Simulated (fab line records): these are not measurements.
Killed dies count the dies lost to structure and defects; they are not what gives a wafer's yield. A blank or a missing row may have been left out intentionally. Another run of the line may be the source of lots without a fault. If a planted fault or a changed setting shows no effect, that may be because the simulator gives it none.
fab line records ; flow n5Finfet
[record] lots = 14; wafers = 42; lastDay = 19
route steps=1938 shown BEOL_M14@1764 PASSIVATION@1936
lots with no fault: from the same line, run without faults
startH: hours from the record's first day to the start of the lot's first wafer shown ; waitH: how many hours have passed since the lot's step before this one ; " as in the row above ; L1.1+2: a single row standing in for several wafers ; - no value, or no start given ; * or withheld: withheld ; < > ~ a bound
route shown NAME@n: names a module that has steps shown in the file, with the first one's number in the route ; usual: the fault-free wafers' mean and standard deviation ; same: alike in all rows ; chamber/n: place in a boat ; sites: readings site by site ; _std_site: the standard deviation of these ; _edge_site: outer sites' mean less inner sites' ; radiusMm: how far each site lies from the wafer's centre ; mask NAME#n: copy n ; behind: the last tool/chamber to shape the wafer ; hold: the reason the lot was held/the length of the hold in hours/how it ended ; device: whichever transistor did not switch (one of n, p or np) ; end of line: the same wafers' tests at the end of the route ; for a step that has no rows: nothing shown but its recipe ; killed: dies lost to structure and defects at the first sort, not the wafer's yield ; map: per-die view of a wafer (x killed, . not killed, _ where there is no die)
set.NAME: the setting the step ran with; set.NAME@STEP: the setting that earlier step ran with ; model.NAME: the simulator's own value behind a step, which no gauge read
a sample of lots followed through the steps of the route, with each step as a table and each wafer as a row
services: a tool's chamber out of use, with start hour (startH, from the record's first day; less than 0 if before it), hours out, and reason
[[steps]]
[step N5_BEOL_M14_SPUTTER_45]
[recipe] material = Cu; targetThkA = 1000; tempC = -20; biasV = 60; powerW = 26000; chamberPressurePa = 0.13; timeS = 16.67
[usual] chamberPressurePa = 0.12999/0.00028; throttleValvePct = 29.8/1.1
[same] timeS = 16.67
lot.wafer;tool;chamber;startH;waitH;chamberPressurePa;throttleValvePct
L942.1;pvdSputter-02;-;287.75;0.0;0.12972;29.7
L942.3;pvdSputter-02;-;287.75;0.0;0.12962;32.0
L942.6;pvdSputter-02;-;287.75;0.0;0.12982;31.7
L944.1;pvdSputter-03;-;300.75;0.0;0.13013;28.5
L944.4;pvdSputter-03;-;300.75;0.0;0.12994;30.8
L944.5;pvdSputter-03;-;300.75;0.0;0.13023;28.5
L945.1;pvdSputter-02;-;318.93;0.0;0.12988;30.3
L945.4;pvdSputter-02;-;318.93;0.0;0.12973;29.4
L945.5;pvdSputter-02;-;318.93;0.0;0.12978;29.8
L946.1;pvdSputter-01;-;327.52;0.0;0.13009;30.2
L946.3;pvdSputter-01;-;327.52;0.0;0.13045;31.2
L946.4;pvdSputter-01;-;327.52;0.0;0.12992;29.5
L947.1;pvdSputter-01;-;331.26;0.0;0.13035;30.0
L947.4;pvdSputter-01;-;331.26;0.0;0.12993;27.4
L947.6;pvdSputter-01;-;331.26;0.0;0.13019;31.1
L948.1;pvdSputter-03;-;340.61;0.0;0.12959;30.5
L948.4;pvdSputter-03;-;340.61;0.0;0.13022;29.2
L948.6;pvdSputter-03;-;340.61;0.0;0.12999;28.5
L949.1;pvdSputter-01;-;348.58;0.0;0.13006;29.9
L949.3;pvdSputter-01;-;348.58;0.0;0.12962;30.9
L949.4;pvdSputter-01;-;348.58;0.0;0.13044;27.5
L950.3;pvdSputter-01;-;357.88;0.0;0.13002;30.9
L950.4;pvdSputter-01;-;357.88;0.0;0.13005;27.8
L950.6;pvdSputter-01;-;357.88;0.0;0.13009;27.6
L955.1;pvdSputter-01;-;370.08;0.0;0.1299;27.8
L955.2;pvdSputter-01;-;370.08;0.0;0.13011;30.8
L955.5;pvdSputter-01;-;370.08;0.0;0.13049;27.6
L953.2;pvdSputter-03;-;376.09;0.0;0.12976;28.8
L953.3;pvdSputter-03;-;376.09;0.0;0.13009;28.9
L953.4;pvdSputter-03;-;376.09;0.0;0.1299;30.6
L958.3;pvdSputter-03;-;397.75;0.0;0.13006;28.5
L958.4;pvdSputter-03;-;397.75;0.0;0.12997;30.3
L958.5;pvdSputter-03;-;397.75;0.0;0.13015;28.7
L962.1;pvdSputter-03;-;435.11;0.0;0.13024;28.8
L962.2;pvdSputter-03;-;435.11;0.0;0.12957;30.5
L962.5;pvdSputter-03;-;435.11;0.0;0.13054;30.6
L964.2;pvdSputter-03;-;438.77;0.0;0.12993;30.6
L964.4;pvdSputter-03;-;438.77;0.0;0.13018;30.5
L964.5;pvdSputter-03;-;438.77;0.0;0.12959;28.8
L965.2;pvdSputter-03;-;440.95;0.0;0.12999;30.4
L965.3;pvdSputter-03;-;440.95;0.0;0.13044;28.5
L965.6;pvdSputter-03;-;440.95;0.0;0.12969;28.9
[step N5_PASSIVATION_PROBE_49]
[usual] defectLimitedYield = 91.5/1.4; killed_at_M0_to_M3 = 34/11; killed_at_M4_up = 15/6; killedAtContacts = 11/5.9; killedAtFrontEnd = 37/11; killedAtOther = 3.6/2.9; killedDies = 101/17; killedOpen = 66/12; killedShort = 33/7.8; sort_bin_5_function = 5.0/0.97; sort_bin_6_memory = 3.2/0.65; sort_bin_8_speed = 0.02/0.2; sortNPass = 1079/17; sortYieldPct = 91.4/1.4
[same] grossDies = 1180; killedAtBackSide = 0; sort_bin_4_leakage[%] = 0
lot.wafer;tool;chamber;startH;waitH;defectLimitedYield[%];killed_at_M0_to_M3;killed_at_M4_up;killedAtContacts;killedAtFrontEnd;killedAtOther;killedDies;killedOpen;killedShort;sort_bin_5_function[%];sort_bin_6_memory[%];sort_bin_8_speed[%];sortNPass;sortYieldPct[%]
L945.1;prober-01;-;337.87;0.0;92.6;27;19;7;27;7;87;65;21;4.5;2.8;0;1093;92.6
L945.4;prober-01;-;338.02;0.2;90.9;32;22;1;47;5;107;73;33;5.2;3.6;0;1073;90.9
L945.5;prober-01;-;338.07;0.2;91.7;41;5;7;42;3;98;65;28;4.7;3.0;0;1082;91.7
L950.3;prober-02;-;381.69;0.1;80.6;27;147;8;46;1;229;66;22;11.9;4.2;0;951;80.6
L950.4;prober-02;-;381.74;0.2;79.7;38;168;6;23;4;239;64;27;11.9;4.9;0;941;79.7
L950.6;prober-02;-;381.84;0.3;80.8;37;161;5;21;2;226;59;25;12.1;3.5;0;954;80.8
L955.1;prober-01;-;392.37;0.0;80.6;41;150;7;31;0;229;56;35;11.9;3.6;0;951;80.6
L955.2;prober-01;-;392.42;0.1;81.7;15;155;7;35;4;216;49;25;11.7;3.3;0;964;81.7
L955.5;prober-01;-;392.57;0.2;79.7;39;163;7;27;4;240;64;27;13.6;3.6;0;940;79.7
L964.2;prober-02;-;462.00;0.1;90.2;41;14;20;36;5;116;77;35;5.9;3.7;0;1064;90.2
L964.4;prober-02;-;462.10;0.2;90.0;29;17;26;35;11;118;82;34;5.9;3.9;0;1062;90.0
L964.5;prober-02;-;462.15;0.2;93.1;22;13;13;31;3;82;57;24;4.4;2.4;0;1098;93.1
// killed by level:class
L945.1 STI_FIN_REVEAL:geometricParticle:open=12 BEOL_M0_SAQP:geometricParticle:short=9 BEOL_M4:geometricParticle:open=8 MOL_CONTACT_COAG:geometricParticle:open=7 FIN_SAQP:geometricParticle:open=6 BEOL_M2:geometricParticle:open=6 BEOL_M0_SAQP:geometricParticle:open=5 DUMMY_GATE:geometricParticle:open=4
L945.4 STI_FIN_REVEAL:geometricParticle:open=15 DUMMY_GATE:geometricParticle:open=9 BEOL_M0_SAQP:geometricParticle:open=9 FIN_SAQP:geometricParticle:short=8 BEOL_M4:geometricParticle:short=8 BEOL_M8:geometricParticle:open=6 BEOL_M4:geometricParticle:open=6 BEOL_M2:geometricParticle:open=5
L945.5 BEOL_M0_SAQP:geometricParticle:open=11 FIN_SAQP:geometricParticle:short=9 BEOL_M0_SAQP:geometricParticle:short=9 FIN_SAQP:geometricParticle:open=8 STI_FIN_REVEAL:geometricParticle:open=8 MOL_CONTACT_COAG:geometricParticle:open=7 BEOL_M2:geometricParticle:open=7 BEOL_M3:geometricParticle:open=5
L950.3 BEOL_M14:unspecified=139 STI_FIN_REVEAL:geometricParticle:open=18 BEOL_M1:geometricParticle:open=8 FIN_SAQP:geometricParticle:open=6 MOL_CONTACT_COAG:geometricParticle:open=6 BEOL_M0_SAQP:geometricParticle:short=6 BEOL_M3:geometricParticle:open=6 BEOL_M0_SAQP:geometricParticle:open=5
L950.4 BEOL_M14:unspecified=148 BEOL_M1:geometricParticle:open=13 BEOL_M2:geometricParticle:open=8 BEOL_M4:geometricParticle:open=7 BEOL_M3:geometricParticle:open=6 DUMMY_GATE:geometricParticle:open=5 MOL_CONTACT_COAG:geometricParticle:open=5 BEOL_M0_SAQP:geometricParticle:short=5
L950.6 BEOL_M14:unspecified=142 BEOL_M3:geometricParticle:open=10 BEOL_M1:geometricParticle:open=9 DUMMY_GATE:geometricParticle:open=7 BEOL_M0_SAQP:geometricParticle:short=7 BEOL_M4:geometricParticle:open=6 MOL_CONTACT_COAG:geometricParticle:open=5 BEOL_M1:geometricParticle:short=5
L955.1 BEOL_M14:unspecified=137 BEOL_M0_SAQP:geometricParticle:short=19 STI_FIN_REVEAL:geometricParticle:open=9 BEOL_M0_SAQP:geometricParticle:open=8 BEOL_M4:geometricParticle:open=7 DUMMY_GATE:geometricParticle:open=6 BEOL_M3:geometricParticle:open=5 MOL_CONTACT_COAG:geometricParticle:open=5
L955.2 BEOL_M14:unspecified=142 STI_FIN_REVEAL:geometricParticle:open=7 BEOL_M4:geometricParticle:open=7 FIN_SAQP:geometricParticle:open=6 GATE_CUT:geometricParticle:short=6 MOL_CONTACT_COAG:geometricParticle:open=5 DUMMY_GATE:geometricParticle:open=4 BEOL_M3:geometricParticle:open=4
L955.5 BEOL_M14:unspecified=147 BEOL_M4:geometricParticle:open=12 BEOL_M3:geometricParticle:open=10 BEOL_M0_SAQP:geometricParticle:short=9 BEOL_M2:geometricParticle:open=8 STI_FIN_REVEAL:geometricParticle:open=7 MOL_CONTACT_COAG:geometricParticle:open=6 BEOL_M0_SAQP:geometricParticle:open=6
L964.2 MOL_CONTACT_COAG:geometricParticle:open=13 STI_FIN_REVEAL:geometricParticle:open=12 BEOL_M3:geometricParticle:open=10 FIN_SAQP:geometricParticle:open=8 BEOL_M0_SAQP:geometricParticle:open=8 BEOL_M0_SAQP:geometricParticle:short=7 FIN_SAQP:geometricParticle:short=6 MOL_CONTACT_COAG:geometricParticle:short=6
L964.4 MOL_CONTACT_COAG:geometricParticle:open=21 BEOL_M3:geometricParticle:open=16 BEOL_M4:geometricParticle:open=8 FIN_SAQP:geometricParticle:open=6 STI_FIN_REVEAL:geometricParticle:open=6 MOL_CONTACT_COAG:geometricParticle:short=5 BEOL_M0_SAQP:geometricParticle:short=5 MIM_BOT:geometricParticle:short=5
L964.5 MOL_CONTACT_COAG:geometricParticle:open=11 BEOL_M3:geometricParticle:open=9 STI_FIN_REVEAL:geometricParticle:open=7 BEOL_M4:geometricParticle:open=6 FIN_SAQP:geometricParticle:open=4 FIN_SAQP:geometricParticle:short=4 BEOL_M0_SAQP:geometricParticle:open=4 STARTING-WAFER:geometricParticle:open=4
[[services]]
tool;chamber;startH;hours;kind
pvdSputter-02;-;382.94;2.5;repair
[[key]]
[firstSign] step = N5_PASSIVATION_PROBE_49; reading = killed_at_M4_up; direction = up; sigmas = 24; usual = 15; struck = 157
[effect] step = N5_PASSIVATION_PROBE_49; reading = defectLimitedYield; direction = down; sigmas = 7.8; usual = 91.5; struck = 80.5
[moreKillsBornAt] N5_BEOL_M14_SPUTTER_45@pvdSputter-01 = 855
metAt N5_BEOL_M14_SPUTTER_45
struckLots L950,L955
onsetBetween 348.58 357.88
[fault] kind = chamberParticleSource; tool = pvdSputter-01; chamber = -; onsetH = 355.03; steps = N5_BEOL_M14_SPUTTER_45; ratePerVisitCm2 = 1.4667; endH = 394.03
